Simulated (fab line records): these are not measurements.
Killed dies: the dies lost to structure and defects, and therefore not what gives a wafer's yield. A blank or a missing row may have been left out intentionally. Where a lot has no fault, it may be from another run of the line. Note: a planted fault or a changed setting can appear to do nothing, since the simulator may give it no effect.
A struck lot beside a sound one -- flow nandHarc -- 39 out of 1302 route steps
Sound: wafers L124.2, L124.5, L124.6. Struck: wafer L110.6. (L110.2 of the same lot was not struck and is left out.) The cause comes at the end.
For every step that has rows: the tool of each side, followed by ch and its chambers, followed by its first start. Under that, the readings that differ: sound wafers -- struck wafers -- difference of the means -- sigmas: that difference in standard deviations of wafers without a fault.
alike: words and numbers the same on both sides, and readings whose means are apart by under 2 such deviations; not compared: readings that were withheld, readings missing a value for some wafer, numbers with overlapping values and no deviation given by the record, and bounds like >300 which may hide the same value.
Wherever a step has rows on one side only, a row that says differs or no value, or a row with sigmas, the two part there. When numbers do not overlap yet have no deviation, they are printed without sigmas and do not part them. A reading missing from all wafers of one side parts the sides only when that side holds two or more wafers.

first, 10 steps without rows for these wafers: NHARC_A_CHANNEL_HOLE_D2_DEP_00 (deposits aC, target thk 3100 nm); NHARC_A_CHANNEL_HOLE_D2_DEP_01 (deposits SiON, target thk 140 nm); NHARC_A_CHANNEL_HOLE_D2_DEHYDRATE_02 (time 120 s); NHARC_A_CHANNEL_HOLE_D2_HMDS_03 (time 30 s); NHARC_A_CHANNEL_HOLE_D2_COAT_36 (time 75 s); NHARC_A_CHANNEL_HOLE_D2_COAT_37 (time 65 s); NHARC_A_CHANNEL_HOLE_D2_COAT_04 (resist thk 90 nm); NHARC_A_CHANNEL_HOLE_D2_SOFTBAKE_05 (time 55 s); NHARC_A_CHANNEL_HOLE_D2_EBR_06; NHARC_A_CHANNEL_HOLE_D2_EXPOSE_07 (exposes mask HOLE D2, target cd 100 nm).
NHARC_A_CHANNEL_HOLE_D2_PEB_08: peb time 65 s.
  sound on lithoTrack-06 ch 0, day 22 16:10; struck on lithoTrack-06 ch 0, day 17 03:50
reading,sound,struck,difference,sigmas
heaterPowerTotalW (W),157.2 156.6 156.4,181.5,+24.8,+60
then, 1 step without rows for these wafers: NHARC_A_CHANNEL_HOLE_D2_DEVELOP_09 (develop time 35 s).
NHARC_A_CHANNEL_HOLE_D2_CD_MEAS_10 targets a cd of 100 nm.
  sound on cdSem-02 ch 0, day 22 16:15; struck on cdSem-02 ch 0, day 17 03:55
reading,sound,struck,difference,sigmas
cdNm (nm),99.6 99.8 99.1,90.4,-9.1,-17
NHARC_A_CHANNEL_HOLE_D2_DESCUM_15: chemistry O2, time 3 s.
  sound on rieDiel-01 ch 1,2, day 22 16:26; struck on rieDiel-06 ch 1, day 17 04:05
reading,sound,struck,difference,sigmas
model.A_CHANNEL_HOLE_D2.cdNm (nm),99.91 100.1 98.55,90.52,-9.00,
  alike: chamberPressureMTorr, drypumpMotorCurrentA, oesProductAu, rfVppV, showerheadPlenumPTorr, throttleValvePct
  not compared: rfHoursCounterH
then, 4 steps without rows for these wafers: NHARC_A_CHANNEL_HOLE_D2_ETCH_38 (etches the open film in CF4, target depth 39 nm, time 65 s); NHARC_A_CHANNEL_HOLE_D2_ETCH_39 (etches the open film in N2/H2, target depth 260 nm, time 325 s); NHARC_A_CHANNEL_HOLE_D2_ETCH_34 (etches the open film in CF4/CHF3, target depth 154 nm, time 77 s); NHARC_A_CHANNEL_HOLE_D2_ETCH_16 (etches the open film in O2/COS, target depth 3100 nm, time 806 s).
NHARC_A_CHANNEL_HOLE_D2_CD_MEAS_18:
  sound on cdSem-01, day 22 17:33; struck on cdSem-02, day 17 05:29
reading,sound,struck,difference,sigmas
cdNm (nm),98.4 100.6 97.2,86.4,-12.3,-6
then, 12 steps without rows for these wafers: NHARC_A_CHANNEL_HOLE_D2_ETCH_19 (etches the open film in C4F8/O2/Ar, time 34.5 s); NHARC_A_CHANNEL_HOLE_D2_ETCH_20 (etches the open film in C4F8/O2/Ar, time 361.9 s, target depth 1600 nm); NHARC_A_CHANNEL_HOLE_D2_ETCH_21 (etches the open film in C4F8/O2/Ar, time 514.3 s, target depth 1600 nm); NHARC_A_CHANNEL_HOLE_D2_ETCH_22 (etches the open film in C4F8/O2/Ar, time 666.7 s, target depth 1600 nm); NHARC_A_CHANNEL_HOLE_D2_ETCH_23 (etches the open film in C4F8/O2/Ar, time 819 s, target depth 1600 nm); NHARC_A_CHANNEL_HOLE_D2_ETCH_24 (etches the open film in C4F8/O2/Ar, time 906.2 s, target depth 1500 nm); NHARC_A_CHANNEL_HOLE_D2_ETCH_25 (etches the open film in C4F8/O2/Ar, time 1040.2 s, target depth 1500 nm); NHARC_A_CHANNEL_HOLE_D2_ETCH_26 (etches the open film in C4F8/O2/Ar, time 224.1 s, target depth 300 nm); NHARC_A_CHANNEL_HOLE_D2_ETCH_27 (etches the open film in C4F8/O2/Ar, time 90 s, target depth 400 nm); NHARC_A_CHANNEL_HOLE_D2_STRIP_41 (strips in N2/H2); NHARC_A_CHANNEL_HOLE_D2_STRIP_42 (strips in CF4/CHF3); NHARC_A_CHANNEL_HOLE_D2_STRIP_43 (strips in O2/COS).
NHARC_A_CHANNEL_HOLE_D2_ETCH_44: etches the open film in CF4/O2, target depth 140 nm, overetch 14 nm, time 77 s.
  sound on rieDiel-01 ch 0,1,2, day 22 22:24; struck on rieDiel-01 ch 0, day 17 19:16
reading,sound,struck,difference,sigmas
model.A_CHANNEL_HOLE_D2.cdNm (nm),89.78 91.16 89.02,81.99,-8.00,
  alike: chamberPressureMTorr, drypumpMotorCurrentA, oesProductAu, rfFwdPowerW, rfVppV, showerheadPlenumPTorr, throttleValvePct
  not compared: rfHoursCounterH
then, 3 steps without rows for these wafers: NHARC_A_CHANNEL_HOLE_D2_STRIP_28 (strips in O2); NHARC_A_CHANNEL_HOLE_D2_PRECLEAN_29 (cleans in SC1); NHARC_A_CHANNEL_HOLE_D2_SRD_30.
NHARC_A_CHANNEL_HOLE_D2_CD_MEAS_31:
  sound on cdSem-01, day 22 23:20; struck on cdSem-01, day 17 20:03
reading,sound,struck,difference,sigmas
cdNm (nm),88.9 91.7 88.7,82.5,-7.3,-6
NHARC_A_CHANNEL_HOLE_D2_XSEM_32:
  sound on xsem-01 ch 0, day 22 23:25; struck on xsem-02 ch 0, day 17 20:09
reading,sound,struck,difference,sigmas
botCdNm (nm),74.6 76.1 73.4,67.0,-7.7,-5
  alike: bowNm, tiltDeg
-- break in the record here, with 11 days between the starts of the struck wafers on either side (left off in module A_CHANNEL_HOLE_D2, picked up again in module END, where the first step shown is number 1301 on the route) --
NHARC_END_WLT_00:
  sound on prober-01, day 34 13:17; struck on prober-01, day 28 14:07
reading,sound,struck,difference,sigmas
VT_DECK1_BOTTOM,0.854 0.853 0.853,0.871,+0.018,+3
VT_DECK1_BOTTOM_INNER,0.864 0.851 0.868,0.875,+0.014,+2
VT_DECK1_MEDIAN_NEAR_BOTTOM_INNER,0.857 0.861 0.861,0.880,+0.020,+3
VT_DECK1_MIDDLE_INNER,0.875 0.875 0.877,0.889,+0.013,+2
VT_DECK1_TOP,0.886 0.885 0.885,0.903,+0.018,+3
VT_DECK1_TOP_INNER,0.887 0.891 0.890,0.910,+0.021,+4
VT_DECK2_BOTTOM,0.875 0.882 0.868,0.837,-0.038,-5
VT_DECK2_BOTTOM_INNER,0.868 0.876 0.873,0.842,-0.030,-4
VT_DECK2_MEDIAN_NEAR_BOTTOM,0.877 0.881 0.870,0.836,-0.040,-5
VT_DECK2_MEDIAN_NEAR_BOTTOM_INNER,0.870 0.876 0.883,0.837,-0.039,-5
VT_DECK2_MIDDLE,0.882 0.889 0.887,0.856,-0.030,-4
VT_DECK2_MIDDLE_INNER,0.884 0.886 0.889,0.853,-0.033,-5
VT_DECK2_TOP,0.892 0.901 0.903,0.867,-0.032,-4
VT_DECK2_TOP_INNER,0.912 0.902 0.901,0.857,-0.048,-6
  alike: VT_DECK1_MEDIAN_NEAR_BOTTOM, VT_DECK1_MIDDLE
next, for these wafers, 1 step has no rows: NHARC_END_SORT_01.

WHERE THEY PART
Last at NHARC_END_WLT_00 as far as this record goes, first at NHARC_A_CHANNEL_HOLE_D2_PEB_08.

WHY: the cause the simulator had injected
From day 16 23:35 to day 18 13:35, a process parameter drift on lithoTrack-06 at NHARC_A_CHANNEL_HOLE_D2_PEB_08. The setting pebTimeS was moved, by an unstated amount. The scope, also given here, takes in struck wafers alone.
